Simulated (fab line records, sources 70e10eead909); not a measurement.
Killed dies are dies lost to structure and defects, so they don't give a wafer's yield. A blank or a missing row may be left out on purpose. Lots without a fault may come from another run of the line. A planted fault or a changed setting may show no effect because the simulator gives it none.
Which tool did it? | flow nand_harc | 12 lots, 36 wafers sampled, at 6 steps of a route of 1302

WHAT THE GAUGES READ, wafer by wafer
NHARC_A_SGD_CUT_THK_MEAS_22: measures by ellipsometry.
lot  | measured     | on            | thk_nm (nm)
L483 | day 19 15:29 | film_metro-02 | 149.2 146.4 147.8
L484 | day 19 23:38 | film_metro-02 | 148.0 147.0 150.7
L486 | day 20 10:11 | film_metro-01 | 150.0 149.2 149.2
L485 | day 20 10:11 | film_metro-02 | 147.5 148.7 149.4
L488 | day 22 03:06 | film_metro-02 | 147.7 146.4 149.4
L489 | day 22 03:05 | film_metro-01 | 145.6 143.7 146.5
L490 | day 22 18:49 | film_metro-02 | 146.8 147.7 146.4
L492 | day 23 14:20 | film_metro-02 | 147.7 148.0 147.0
L491 | day 23 14:20 | film_metro-01 | 151.6 147.5 149.3
L498 | day 26 03:38 | film_metro-01 | 136.4 145.8 147.4
L502 | day 27 09:07 | film_metro-02 | 147.1 138.2 144.2
L505 | day 28 17:23 | film_metro-02 | 149.6 153.5 151.3

NHARC_END_SORT_01.
lot  | measured     | on        | killed_at_array | killed_at_other | killed_at_periphery | killed_dies | killed_open | killed_short
L492 | day 28 14:52 | prober-02 | 31 47 54        | 4 2 2           | 3 9 1               | 38 58 57    | 2 5 6       | 2 4 0
L491 | day 28 18:43 | prober-01 | 24 29 19        | 0 0 1           | 5 6 1               | 29 35 21    | 4 3 3       | 4 4 2

WHICH TOOL RAN EACH LOT (tool, then ch and the chambers of the sampled wafers, then the start)
lot  | NHARC_A_SGD_CUT_DESCUM_14          | NHARC_A_SGD_CUT_DEP_20       | NHARC_A_SGD_CUT_CMP_21        | NHARC_A_SLIT_DEP_25
L483 | rie_diel-03 ch 0,1,2, day 19 08:14 | fcvd-02 ch 0,1, day 19 09:20 | cmp-02 ch 2,3, day 19 15:14   | pecvd-03 ch 1,2, day 19 16:06
L484 | rie_diel-11 ch 0,1,2, day 19 17:05 | fcvd-01 ch 0,1, day 19 18:23 | cmp-01 ch 0,1,3, day 19 23:25 | pecvd-01 ch 0,2, day 20 00:12
L486 | rie_diel-09 ch 1,2, day 20 03:46   | fcvd-01 ch 0, day 20 04:56   | cmp-02 ch 1,3, day 20 09:56   | pecvd-03 ch 1,2, day 20 10:44
L485 | rie_diel-11 ch 1,2,3, day 20 05:03 | fcvd-01 ch 0,1, day 20 06:11 | cmp-01 ch 0,3, day 20 09:56   | pecvd-02 ch 1,2, day 20 10:47
L488 | rie_diel-03 ch 0,1,3, day 21 20:56 | fcvd-02 ch 0,1, day 21 22:03 | cmp-01 ch 0,1, day 22 02:50   | pecvd-01 ch 0,2, day 22 03:53
L489 | rie_diel-11 ch 0,3, day 21 22:04   | fcvd-01 ch 0,1, day 21 23:16 | cmp-02 ch 0,1, day 22 02:50   | pecvd-02 ch 0,1,2, day 22 03:44
L490 | rie_diel-09 ch 0,2, day 22 12:39   | fcvd-02 ch 0,1, day 22 13:46 | cmp-01 ch 0,3, day 22 18:34   | pecvd-01 ch 0,1, day 22 19:28
L492 | rie_diel-09 ch 1,2,3, day 23 08:20 | fcvd-01 ch 0,1, day 23 09:26 | cmp-01 ch 2,3, day 23 14:05   | pecvd-01 ch 0,1, day 23 14:52
L491 | rie_diel-11 ch 0,1,3, day 23 08:29 | fcvd-02 ch 0,1, day 23 09:36 | cmp-04 ch 1,2,3, day 23 14:05 | pecvd-02 ch 0,1,2, day 23 14:55
L498 | rie_diel-03 ch 0,1,3, day 25 22:37 | fcvd-02 ch 0,1, day 25 23:44 | cmp-02 ch 0,1,3, day 26 03:25 | pecvd-02 ch 1,2, day 26 04:13
L502 | rie_diel-11 ch 0,2, day 27 03:08   | fcvd-02 ch 0,1, day 27 04:17 | cmp-01 ch 2,3, day 27 08:52   | pecvd-01 ch 0,1, day 27 09:59
L505 | rie_diel-11 ch 0,2,3, day 28 10:56 | fcvd-01 ch 0,1, day 28 12:05 | cmp-02 ch 1,2,3, day 28 17:13 | pecvd-03 ch 0,1, day 28 18:02
- NHARC_A_SGD_CUT_DESCUM_14: chemistry O2, time 3 s.
- NHARC_A_SGD_CUT_DEP_20: deposits SiO2, target thk 150 nm.
- NHARC_A_SGD_CUT_CMP_21: polishes, target thk 148.19 nm.
- NHARC_A_SLIT_DEP_25: deposits SiO2, target thk 200 nm.

WHAT THE TOOLS THEMSELVES READ (means of the sampled wafers that have a number; where no wafer has one, the mark that the record gives instead)
NHARC_A_SGD_CUT_DESCUM_14.
lot  | tool        | drypump_motor_current_A (A) | o2_flow_sccm (sccm) | oes_product_au (a.u.) | rf_vpp_V (V) | showerhead_plenum_p_Torr (Torr) | throttle_valve_pct (%)
L483 | rie_diel-03 | 5.5                         | 200.2               | 1.010                 | 57.7         | 1.89                            | 11.306
L484 | rie_diel-11 | 5.5                         | 199.8               | 1.007                 | 57.2         | 1.86                            | 11.299
L486 | rie_diel-09 | 5.4                         | 200.1               | 1.011                 | 58.0         | 2.03                            | 11.312
L485 | rie_diel-11 | 5.7                         | 199.8               | 0.996                 | 57.7         | 1.91                            | 11.309
L488 | rie_diel-03 | 5.8                         | 199.3               | 0.995                 | 57.9         | 1.86                            | 11.310
L489 | rie_diel-11 | 6.0                         | 200.3               | 1.001                 | 57.8         | 1.90                            | 11.311
L490 | rie_diel-09 | 5.3                         | 199.9               | 0.986                 | 57.8         | 1.97                            | 11.311
L492 | rie_diel-09 | 5.6                         | 199.8               | 1.000                 | 58.5         | 2.03                            | 11.318
L491 | rie_diel-11 | 5.6                         | 200.2               | 1.001                 | 58.5         | 1.88                            | 11.309
L498 | rie_diel-03 | 5.9                         | 200.3               | 0.985                 | 57.6         | 1.86                            | 11.308
L502 | rie_diel-11 | 5.5                         | 200.3               | 1.009                 | 57.4         | 1.82                            | 11.314
L505 | rie_diel-11 | 5.8                         | 199.5               | 1.007                 | 58.4         | 1.87                            | 11.307

NHARC_A_SGD_CUT_CMP_21.
lot  | tool   | motor_current_A (A) | time_to_endpoint_s (s)
L483 | cmp-02 | 11.7                | 57
L484 | cmp-01 | 12.2                | 53
L486 | cmp-02 | 13.7                | 54
L485 | cmp-01 | 10.9                | 51
L488 | cmp-01 | 12.0                | 46
L489 | cmp-02 | 12.2                | 47
L490 | cmp-01 | 11.1                | 46
L492 | cmp-01 | 11.6                | 55
L491 | cmp-04 | 12.6                | 48
L498 | cmp-02 | 12.8                | 47
L502 | cmp-01 | 11.9                | 50
L505 | cmp-02 | 12.8                | 54

NHARC_A_SLIT_DEP_25.
lot  | tool     | heater_power_w (W) | throttle_valve_pct (%)
L483 | pecvd-03 | 553                | 16.8
L484 | pecvd-01 | 685                | 15.9
L486 | pecvd-03 | 593                | 16.9
L485 | pecvd-02 | 673                | 16.0
L488 | pecvd-01 | 594                | 15.6
L489 | pecvd-02 | 519                | 16.2
L490 | pecvd-01 | 654                | 16.1
L492 | pecvd-01 | 634                | 16.1
L491 | pecvd-02 | 561                | 16.1
L498 | pecvd-02 | 607                | 15.8
L502 | pecvd-01 | 704                | 16.2
L505 | pecvd-03 | 669                | 15.6

THE ANSWER, worked out from the rows above alone
Rule: what is usual is taken from the lots themselves. Put in order of their means at a reading, lots are off if they are a third of the lots or fewer, leave a main group of 4 or more, and stand apart from it by a gap of 3 or more times the standard deviation of the main group's means; of several such gaps the widest counts. A main group whose means are all the same, to the digits that the tables above print for the reading, isn't used. A lot without any number at a reading at which 4 lots or more have one is off too. The other lots that the step has rows for count as sound. The gauges are gone through in route order, then the tools' own readings, and for those a lot's mean is taken as printed above. The first step at which some lot is off is used, and at that step the reading that is off furthest; a lot without a number counts as furthest.
No lot is off at any reading shown: from this, nothing can be told.

WHAT THE SIMULATOR HAD PUT IN
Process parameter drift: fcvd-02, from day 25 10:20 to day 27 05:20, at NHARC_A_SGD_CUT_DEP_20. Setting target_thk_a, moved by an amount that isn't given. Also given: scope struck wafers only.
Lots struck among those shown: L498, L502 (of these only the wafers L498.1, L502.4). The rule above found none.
